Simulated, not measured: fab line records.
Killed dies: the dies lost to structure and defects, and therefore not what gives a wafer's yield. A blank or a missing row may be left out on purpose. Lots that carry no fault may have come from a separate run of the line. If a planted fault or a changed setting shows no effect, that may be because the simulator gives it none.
Matching of chambers -- flow nand harc -- NHARC_A_CHANNEL_HOLE_D1_DEP_01 on pecvd-01 has 3 sister chambers
The step deposits SiON, target thk 140 nm. 18 wafers are shown with their chamber, then 8 later ones without.

== WAFERS PAIRED WITH THEIR CHAMBERS ==
wafer,chamber,heater power w (W)
L528.1,1,761
L528.3,2,659
L528.4,2,665
L530.1,2,695
L530.5,2,586
L530.6,1,713
L534.1,2,685
L534.3,0,832
L534.6,2,690
L533.2,1,728
L533.4,2,670
L541.3,0,835
L541.4,1,649
L541.5,0,840
L543.1,1,609
L543.3,0,898
L543.5,1,602
L547.1,0,787

SIGNATURES (means of the wafers above)
reading,chamber 0,chamber 1,chamber 2,scatter within a chamber
heater power w,838.40,677.00,664.29,49.3
Rule: a wafer lies at a distance from a chamber equal to the root of the sum of squares, over the readings, of (its reading less the chamber's mean, divided by the reading's scatter). If the next closest chamber is less than 2 further off than the closest, the wafer can't be placed; otherwise it belongs to the closest. The scatter: the root of (the sum of the squares of (reading less its chamber's mean) over the shown wafers, divided by (wafers less chambers)).

== WAFERS MISSING THEIR CHAMBER ==
wafer,heater power w (W)
L547.2,650
L547.3,727
L548.1,662
L548.3,651
L548.5,688
L550.2,633
L550.3,632
L550.6,654

== THE CHAMBER EACH PASSED THROUGH ==
wafer,from the rows above,in truth
L547.2,can't be placed: 2 or 1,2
L547.3,can't be placed: 1 or 2 or 0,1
L548.1,can't be placed: 2 or 1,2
L548.3,can't be placed: 2 or 1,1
L548.5,can't be placed: 1 or 2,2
L550.2,can't be placed: 2 or 1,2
L550.3,can't be placed: 2 or 1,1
L550.6,can't be placed: 2 or 1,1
Placed correctly: 0 of 8. Unplaceable from these rows: 8, with the true chamber sitting among the candidates in 8. Wrongly placed: 0.
